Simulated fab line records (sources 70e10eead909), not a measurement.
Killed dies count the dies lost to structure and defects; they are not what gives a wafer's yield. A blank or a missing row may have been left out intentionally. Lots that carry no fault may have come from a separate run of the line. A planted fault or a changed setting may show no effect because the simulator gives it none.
Tool commonality check	flow nand_harc	13 lots and 45 wafers in the sample

WHY THIS WAS OPENED
On 2 of the 13 lots, a flag is raised at NHARC_A_ONON_D1_THK_MEAS_08 on the reading thk_nm. Fault-free wafers read 999 nm, with a standard deviation of 9.4.
Rule: a lot is flagged when every wafer of it that has a number lies more than 4 standard deviations from that mean, or none has a number. The rest of the lots are taken to be sound.

lot	measured	on	thk_nm (nm), wafer by wafer	flag
L318	day 7 17:17	film_metro-01	1005 1005 1006	
L317	day 8 00:16	film_metro-01	1005 1004 1004	
L320	day 8 12:57	film_metro-02	992 989 992	
L322	day 8 23:05	film_metro-02	1006 1007 1007	
L323	day 9 08:32	film_metro-01	998 997 996	
L324	day 9 08:32	film_metro-02	996 994 996	
L325	day 9 22:32	film_metro-01	1004 1004 1001	
L329	day 10 17:38	film_metro-01	1001 1001 1001	
L328	day 10 17:40	film_metro-02	997 997 999	
L333	day 11 23:34	film_metro-01	999 999 998	
L334	day 12 03:58	film_metro-01	636 634 637 636 634 636	FLAGGED
L335	day 12 15:21	film_metro-01	617 619 619 618 620 617	FLAGGED
L336	day 12 15:22	film_metro-01	999 998 999	
On average the flagged lots' numbers are 627 nm, which is -372 nm against the usual, or -40 standard deviations.

TOOL THAT RAN EACH LOT
The record holds 2 process steps before the reading, out of a route of 1159 steps. Read each cell as the tool, then ch plus the chambers that the sampled wafers visited, then the start.
lot	flag	NHARC_P_BONDPAD_ACTIVATE_29	NHARC_A_ONON_D1_DEP_06
L318		rie_diel-11 ch 1,2, day 6 17:33	pecvd_onon-02 ch 0, day 7 16:56
L317		rie_diel-11 ch 0,1, day 6 22:26	pecvd_onon-02 ch 0, day 7 23:46
L320		rie_diel-11 ch 0,3, day 7 11:24	pecvd_onon-03 ch 0, day 8 12:29
L322		rie_diel-11 ch 1,2,3, day 7 22:11	pecvd_onon-02 ch 0, day 8 22:45
L323		rie_diel-10 ch 0,1,3, day 8 07:34	pecvd_onon-03 ch 0, day 9 08:01
L324		rie_diel-04 ch 0,1,3, day 8 08:52	pecvd_onon-02 ch 0, day 9 08:01
L325		rie_diel-04 ch 0,1,3, day 8 22:11	pecvd_onon-03 ch 0, day 9 22:01
L329		rie_diel-04 ch 1,2,3, day 9 17:49	pecvd_onon-03 ch 0, day 10 17:08
L328		rie_diel-04 ch 0,3, day 9 16:47	pecvd_onon-01 ch 0, day 10 17:17
L333		rie_diel-10 ch 1,2,3, day 10 20:21	pecvd_onon-01 ch 0, day 11 23:03
L334	FLAGGED	rie_diel-11 ch 1,2, day 11 02:59	pecvd_onon-03 ch 0, day 12 03:27
L335	FLAGGED	rie_diel-04 ch 1,2,3, day 11 11:56	pecvd_onon-03 ch 0, day 12 14:54
L336		rie_diel-10 ch 2,3, day 11 12:43	pecvd_onon-01 ch 0, day 12 14:55
What the steps here do:
- NHARC_P_BONDPAD_ACTIVATE_29: chemistry N2, time 60 s.
- NHARC_A_ONON_D1_DEP_06: target thk 1000 nm.
- NHARC_A_ONON_D1_THK_MEAS_08: measures by ellipsometry.

FLAGGED AGAINST TOTAL, ONE TOOL AT A TIME (gauges that did the reading follow at the end)
step	tool	lots run	flagged	share of the flagged lots	sound lots run after its first flagged lot
NHARC_P_BONDPAD_ACTIVATE_29	rie_diel-04	5	1	some	0
NHARC_P_BONDPAD_ACTIVATE_29	rie_diel-10	3	0	none	-
NHARC_P_BONDPAD_ACTIVATE_29	rie_diel-11	5	1	some	0
NHARC_A_ONON_D1_DEP_06	pecvd_onon-01	3	0	none	-
NHARC_A_ONON_D1_DEP_06	pecvd_onon-02	4	0	none	-
NHARC_A_ONON_D1_DEP_06	pecvd_onon-03	6	2	all	0
NHARC_A_ONON_D1_THK_MEAS_08	film_metro-01	9	2	all	1 (L336)
NHARC_A_ONON_D1_THK_MEAS_08	film_metro-02	4	0	none	-

WHAT IS ALLOWED BY THE TABLE
Every flagged lot went through 2 rows of the table: pecvd_onon-03 at NHARC_A_ONON_D1_DEP_06 and film_metro-01 at NHARC_A_ONON_D1_THK_MEAS_08.
- pecvd_onon-03 at NHARC_A_ONON_D1_DEP_06 ran 6 lots, 2 of them flagged. Its last sound lot is L329 (day 10 17:08), its first flagged lot L334 (day 12 03:27): a fault that began between those two fits.
- film_metro-01 at NHARC_A_ONON_D1_THK_MEAS_08 ran 9 lots, 2 of them flagged. After the first flagged lot (L336), sound lots still ran on it; a lasting fault on the whole tool would not permit that.
pecvd_onon-03 at NHARC_A_ONON_D1_DEP_06 is the single tool remaining.

WHAT WAS PUT IN BY THE SIMULATOR
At NHARC_A_ONON_D1_DEP_06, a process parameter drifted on pecvd_onon-03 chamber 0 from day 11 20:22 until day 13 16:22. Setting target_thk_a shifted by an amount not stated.
Lots struck among those shown: L334, L335. The same result came from the rule above.
